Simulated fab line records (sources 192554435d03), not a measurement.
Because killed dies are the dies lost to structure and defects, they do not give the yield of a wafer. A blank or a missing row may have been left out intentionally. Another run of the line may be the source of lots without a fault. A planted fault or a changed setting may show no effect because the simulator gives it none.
Which tool was responsible? | flow n5-finfet | Sampling: 10 lots, 29 wafers, 5 of 1938 route steps

## WHAT THE GAUGES SHOWED, per wafer
N5_BEOL_M12_THK_MEAS_50: measures by xrf.
lot  | measured     | on            | M12_THK (nm)
L961 | day 10 20:56 | film-metro-01 | 311 309 313
L962 | day 11 04:23 | film-metro-02 | 319 318 319
L966 | day 12 14:08 | film-metro-01 | 316 315 313
L965 | day 12 14:23 | film-metro-02 | 321 322 315
L964 | day 12 14:44 | film-metro-02 | 327 328 329
L969 | day 12 17:45 | film-metro-02 | 326 320 320
L971 | day 13 20:01 | film-metro-02 | 308 313 320
L974 | day 14 19:58 | film-metro-02 | 313 322 316
L978 | day 15 14:48 | film-metro-01 | 310 312 316
L977 | day 15 19:55 | film-metro-01 | 301 313

## WHAT TOOL EACH LOT RAN ON (gives the tool, then ch and the chambers of the sampled wafers, and finally the start)
lot  | N5_BEOL_M12_DESCUM_33              | N5_BEOL_M12_SPUTTER_43       | N5_BEOL_M12_SPUTTER_44       | N5_BEOL_M12_CMP_49
L961 | rie-diel-02 ch 0,2, day 10 15:23   | pvd-sputter-02, day 10 19:55 | pvd-sputter-02, day 10 20:00 | cmp-04 ch 0,1, day 10 20:41
L962 | rie-diel-02 ch 0,1,2, day 10 23:07 | pvd-sputter-03, day 11 03:13 | pvd-sputter-03, day 11 03:18 | cmp-02 ch 0,1,2, day 11 04:12
L966 | rie-diel-02 ch 0,2, day 12 10:40   | pvd-sputter-03, day 12 13:07 | pvd-sputter-03, day 12 13:11 | cmp-02 ch 0,1,2, day 12 13:55
L965 | rie-diel-03 ch 1,2,3, day 12 11:09 | pvd-sputter-02, day 12 13:12 | pvd-sputter-02, day 12 13:17 | cmp-01 ch 1,2,3, day 12 14:11
L964 | rie-diel-04 ch 2,3, day 12 11:26   | pvd-sputter-03, day 12 13:44 | pvd-sputter-03, day 12 13:49 | cmp-01 ch 1,2, day 12 14:27
L969 | rie-diel-02 ch 2,3, day 12 15:32   | pvd-sputter-02, day 12 16:44 | pvd-sputter-02, day 12 16:49 | cmp-04 ch 0,1,3, day 12 17:29
L971 | rie-diel-03 ch 0,1,2, day 13 16:25 | pvd-sputter-01, day 13 18:57 | pvd-sputter-01, day 13 19:02 | cmp-04 ch 0,1,3, day 13 19:43
L974 | rie-diel-02 ch 1,2,3, day 14 17:49 | pvd-sputter-01, day 14 18:57 | pvd-sputter-01, day 14 19:02 | cmp-04 ch 1,3, day 14 19:43
L978 | rie-diel-03 ch 0,2,3, day 15 12:20 | pvd-sputter-03, day 15 13:47 | pvd-sputter-03, day 15 13:52 | cmp-01 ch 1,2,3, day 15 14:32
L977 | rie-diel-02 ch 1,3, day 15 13:26   | pvd-sputter-03, day 15 18:53 | pvd-sputter-03, day 15 18:58 | cmp-01 ch 0,3, day 15 19:44
- N5_BEOL_M12_DESCUM_33: chemistry O2, time 7.9 s.
- N5_BEOL_M12_SPUTTER_43: material TaN, target thk 15 nm, time 24.19 s.
- N5_BEOL_M12_SPUTTER_44: material Ta, target thk 10 nm, time 16.13 s.
- N5_BEOL_M12_CMP_49: polishes, stops on SiOC, t overpolish 20.6 s, target thk 320 nm.

## THE ANSWER, worked out from the rows above alone
Rule: the lots themselves supply what counts as usual. The widest of any qualifying gaps counts: lots, ordered by their means at a reading, are off when they make up no more than a third of the lots, leave a main group of 4 or more, and stand apart from it by 3 or more times the standard deviation of that group's means. The tables above print the reading to a certain number of digits; a main group whose means all agree to those digits is not used. Also off: a lot with no number at a reading for which 4 or more lots have one. Any other lot the step has rows for is counted as sound.
No lot is off at any reading shown: from this, nothing can be told.

## WHAT HAD BEEN PUT IN BY THE SIMULATOR
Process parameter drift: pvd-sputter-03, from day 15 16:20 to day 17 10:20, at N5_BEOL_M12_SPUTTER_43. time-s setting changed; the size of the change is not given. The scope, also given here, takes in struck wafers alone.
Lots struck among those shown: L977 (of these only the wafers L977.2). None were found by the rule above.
